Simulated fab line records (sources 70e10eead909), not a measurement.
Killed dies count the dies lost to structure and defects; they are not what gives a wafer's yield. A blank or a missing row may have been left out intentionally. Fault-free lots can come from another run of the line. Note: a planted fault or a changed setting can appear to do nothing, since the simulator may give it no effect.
The tool behind it: which one?	flow nand harc	42 wafers from 14 lots sampled at 3 of the route's 1302 steps

== WHAT THE GAUGES SHOWED, per wafer ==
NHARC_P_CONTACT_OVL_MEAS_13. Usual: overlay x nm 0.3 nm, standard deviation 0.89; overlay y nm 0.0 nm, standard deviation 0.97.
lot	measured	on	overlay x nm (nm)	overlay y nm (nm)	flag
L495	day 6 11:42	overlay-02	0.1 -0.3 0.3	1.0 0.4 1.1	
L496	day 6 22:16	overlay-01	0.3 0.8 0.6	0.6 0.6 1.3	
L498	day 7 19:46	overlay-01	1.3 0.9 1.4	0.5 0.3 0.0	
L500	day 8 22:03	overlay-02	-1.6 -1.7 -2.0	0.8 0.3 0.8	
L501	day 9 20:20	overlay-02	2.0 1.7 1.3	0.6 0.1 0.1	
L502	day 9 21:03	overlay-01	0.0 0.8 0.3	0.8 0.1 1.0	
L503	day 9 21:44	overlay-02	0.9 1.1 0.8	-0.1 -0.5 -0.5	
L510	day 12 22:23	overlay-02	-0.3 -1.0 -0.5	0.3 0.2 0.1	
L512	day 13 14:23	overlay-01	0.5 0.0 0.3	1.2 1.2 1.4	
L511	day 13 14:47	overlay-02	1.1 1.4 0.5	-0.3 0.3 -0.7	
L513	day 14 10:56	overlay-01	-0.5 -0.5 -0.5	-1.5 -1.1 -1.3	
L514	day 14 21:14	overlay-01	0.2 0.2 0.2	-0.8 -0.5 0.1	
L516	day 15 11:57	overlay-01	2.3 2.3 2.2	-1.2 -1.1 -0.9	
L515	day 15 12:44	overlay-01	-0.2 0.2 -0.2	0.3 -0.2 -0.1	

NHARC_P_CONTACT_INSPECT_27. Usual: 287 for raw defect count, sd 120.
lot	measured	on	raw defect count	flag
L495	day 6 15:20	defect inspect-01	310 239 348	
L496	day 7 01:26	defect inspect-01	400 371 674	
L498	day 7 22:57	defect inspect-02	367 144 182	
L500	day 9 01:13	defect inspect-01	252 195 267	
L501	day 10 00:10	defect inspect-01	291 344 426	
L502	day 10 00:22	defect inspect-01	571 353 313	
L503	day 10 01:38	defect inspect-02	240 320 262	
L510	day 13 01:37	defect inspect-02	320 131 187	
L512	day 13 17:33	defect inspect-01	292 316 415	
L511	day 13 17:58	defect inspect-02	236 190 270	
L513	day 14 14:08	defect inspect-01	239 280 219	
L514	day 15 00:34	defect inspect-01	258 253 451	
L516	day 15 15:10	defect inspect-01	130 211 266	
L515	day 15 15:54	defect inspect-01	246 247 235	

== WHAT TOOL EACH LOT RAN ON (gives the tool, then ch and the chambers of the sampled wafers, and finally the start) ==
lot	NHARC_P_CONTACT_CMP_01
L495	cmp-02 ch 1,3, day 6 10:55
L496	cmp-04 ch 0,1, day 6 21:28
L498	cmp-02 ch 0,1,2, day 7 18:51
L500	cmp-02 ch 0,1, day 8 21:08
L501	cmp-03 ch 0,1,2, day 9 19:32
L502	cmp-03 ch 0,1, day 9 20:08
L503	cmp-02 ch 0,3, day 9 20:50
L510	cmp-04 ch 0,3, day 12 21:29
L512	cmp-04 ch 0,1, day 13 13:28
L511	cmp-03 ch 1,2, day 13 13:52
L513	cmp-04 ch 1,2,3, day 14 10:03
L514	cmp-03 ch 1,2,3, day 14 20:21
L516	cmp-03 ch 0,1, day 15 11:02
L515	cmp-04 ch 0,1,3, day 15 11:50
- NHARC_P_CONTACT_CMP_01: polishes SiO2, target thk 200 nm.

== WHAT THE TOOLS THEMSELVES READ (means of the sampled wafers that have a number; where no wafer has one, the mark that the record gives instead) ==
NHARC_P_CONTACT_CMP_01. Usual: 11.7 A for motor current A, sd 1.2.
lot	tool	motor current A (A)	flag
L495	cmp-02	10.5	
L496	cmp-04	10.5	
L498	cmp-02	11.5	
L500	cmp-02	12.0	
L501	cmp-03	12.6	
L502	cmp-03	12.1	
L503	cmp-02	10.9	
L510	cmp-04	11.6	
L512	cmp-04	10.3	
L511	cmp-03	13.2	
L513	cmp-04	12.2	
L514	cmp-03	13.5	
L516	cmp-03	12.6	
L515	cmp-04	10.9	

== THE ANSWER, worked out from the rows above alone ==
Rule: take the mean of a lot's wafers that have a number; if it is more than 3 standard deviations from the usual mean, the lot is off. A lot without any number at a reading at which 4 lots or more have one is off too. Any other lot the step has rows for is counted as sound. Order of review: gauges by route order, followed by the tools' own readings, for which a lot's mean as printed above is used. The first step at which some lot is off is used, and at that step the reading that is off furthest; a lot without a number counts as furthest.
None of the lots is off at any reading shown; this tells nothing.

== WHAT THE SIMULATOR HAD INSERTED ==
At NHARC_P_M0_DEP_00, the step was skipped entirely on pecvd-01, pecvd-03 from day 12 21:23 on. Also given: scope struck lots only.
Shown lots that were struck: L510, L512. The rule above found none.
